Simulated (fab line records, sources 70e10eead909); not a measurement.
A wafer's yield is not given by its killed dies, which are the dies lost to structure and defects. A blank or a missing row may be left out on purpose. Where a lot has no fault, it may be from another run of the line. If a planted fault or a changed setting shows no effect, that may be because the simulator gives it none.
8D (eight disciplines) problem report, filled in by code | flow nand harc | the parts of the form that need people (team, actions taken, sign-off) are left out

## 1. THE PROBLEM
killed at array at NHARC_END_SORT_01 reads a mean of 672 on 3 wafers of 2 lots; wafers without a fault read 25 with a standard deviation of 9.2. Measured from the usual mean, that is +70 standard deviations.
First seen on wafer L439.2, day 22 04:14, on prober-01. At this step, 9 wafers from 3 lots have a number in the record. The rule behind "out" and "out of limits": a value lying over 4 standard deviations away from the usual mean. The other wafers with a number count as sound.

## 2. WHAT IT IS; WHAT IT IS NOT
question                    | is                           | is not
which readings at this step | killed at array, killed dies | killed at other, killed at periphery, killed open, killed short
which lots                  | L437, L439                   | L440
which wafers of those lots  | L437.4, L437.5, L439.2       | L437.3, L439.4, L439.5
read on which gauges        | prober-01                    | prober-02
when                        | from day 22 04:14            | up to then (0 sound wafers); but 6 sound wafers of L437, L439, L440 came after

## 3. WHAT RULES OUT EACH SUSPECT
Counting: a tool at a process step up to the reading stays a suspect if it ran every lot that is out. Sound lots after the first of them don't rule it out here, since some wafers of a struck lot are sound.
- the gauge at NHARC_END_SORT_01 has been ruled out. All the wafers that are out were read on prober-01, but those of them that NHARC_A_STAIRCASE_ETCH_25 has rows for are out there too, on other tools.
- rie diel-02 at NHARC_A_STAIRCASE_TRIM_22 (chemistry O2, time 211.2 s): kept. It ran every lot that is out, first L437 (day 14 02:15). NHARC_A_STAIRCASE_TRIM_22: start missing for some lots; hours and lot order therefore follow NHARC_A_STAIRCASE_ETCH_25.
- rie diel-02 at NHARC_A_STAIRCASE_ETCH_25 (etches the open film in C4F8/O2, target depth 100 nm, time 40.5 s): kept. It ran every lot that is out, first L437 (day 14 02:15). On those wafers its own readings are out: oes product au.
- rie diel-02, NHARC_A_STAIRCASE_ETCH_25: wafers that are out in chamber 2, sound lot-mates in chambers 0, 3.
After counting, rie diel-02 at NHARC_A_STAIRCASE_TRIM_22 and rie diel-02 at NHARC_A_STAIRCASE_ETCH_25 remain.

## 4. THE CAUSE (what the simulator had put in)
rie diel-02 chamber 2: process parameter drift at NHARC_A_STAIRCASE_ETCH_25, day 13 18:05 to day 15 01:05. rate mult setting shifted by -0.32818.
Of the 2 suspects that counting leaves, this tool is one.

## 5. THE CHAIN OF EFFECTS, in route order
Each row: a reading where the mean over the struck wafers with a number is more than 3 standard deviations away from the usual. Readings are gone through only where the record gives a usual standard deviation; hours: the median, over the lots, of the time from a lot's start at the first step in this table giving one to that lot's start at this step; sigmas: the change measured in usual standard deviations.
hours | step                      | reading         | usual      | on struck wafers | change | sigmas
0     | NHARC_A_STAIRCASE_ETCH_25 | oes product au  | 0.942 a.u. | 0.760            | -0.182 | -15
198   | NHARC_END_SORT_01         | killed at array | 25         | 672              | +647   | +70
198   | NHARC_END_SORT_01         | killed dies     | 30         | 677              | +647   | +67
Process steps it contains:
- NHARC_A_STAIRCASE_ETCH_25: etches the open film in C4F8/O2, target depth 100 nm, time 40.5 s.

## 6. HOW IT WOULD HAVE BEEN CAUGHT EARLIER
The first out-of-limits reading at a measuring or inspecting step in this record came at day 22 04:14, 202 hours after the fault's start at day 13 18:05.
At NHARC_A_STAIRCASE_ETCH_25, the tool's own readings (oes product au) were out on each struck wafer the step has a row for, so an alarm limit on them would have fired on the first such wafer.
Each of the lots that are out, 2 in all, had begun NHARC_A_STAIRCASE_ETCH_25 on rie diel-02 no later than day 22 04:14. A hold on the tool at that time would have spared none of them.
